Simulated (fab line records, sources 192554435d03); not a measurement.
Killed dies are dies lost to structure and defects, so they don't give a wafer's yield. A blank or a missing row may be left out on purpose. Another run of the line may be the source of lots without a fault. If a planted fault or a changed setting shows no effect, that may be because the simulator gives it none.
What tool caused it? -- flow n5-finfet -- at 1 step of a route of 1938, 12 lots with 36 wafers sampled

## WHAT THE GAUGES SHOWED, per wafer
N5_PMOS_HMC_CHANNEL_EPI_CD_MEAS_09: target cd 237.4 nm.
lot,measured,on,cd-nm (nm)
L075,day 1 23:50,cd-sem-03,237.9 235.7 236.4
L077,day 2 11:21,cd-sem-02,236.3 236.4 235.7
L079,day 2 23:26,cd-sem-02,237.0 236.8 237.8
L081,day 3 11:44,cd-sem-03,236.5 236.8 235.9
L083,day 4 00:02,cd-sem-01,235.7 235.8 236.1
L085,day 4 11:49,cd-sem-03,237.6 237.4 238.0
L087,day 4 23:38,cd-sem-03,236.6 235.9 235.8
L089,day 5 11:40,cd-sem-03,236.4 234.9 238.0
L091,day 5 23:36,cd-sem-03,235.5 235.2 236.5
L093,day 6 11:13,cd-sem-03,236.0 237.4 236.3
L095,day 6 23:46,cd-sem-03,235.4 236.3 236.5
L097,day 7 11:25,cd-sem-03,240.6 238.5 237.9

## WHICH TOOL RAN EACH LOT (tool, then ch and the chambers of the sampled wafers, then the start)
The record shows no process step preceding these readings.

## THE ANSWER, worked out from the rows above alone
Rule: the usual values come from the lots themselves. The widest of any qualifying gaps counts: lots, ordered by their means at a reading, are off when they make up no more than a third of the lots, leave a main group of 4 or more, and stand apart from it by 3 or more times the standard deviation of that group's means. A main group is skipped when, at the precision printed for the reading in the tables above, its means are all equal. A lot without any number at a reading at which 4 lots or more have one is off too. Any other lot the step has rows for is counted as sound.
Nothing can be told from this: no lot is off at any reading shown.

## WHAT THE SIMULATOR HAD PUT IN
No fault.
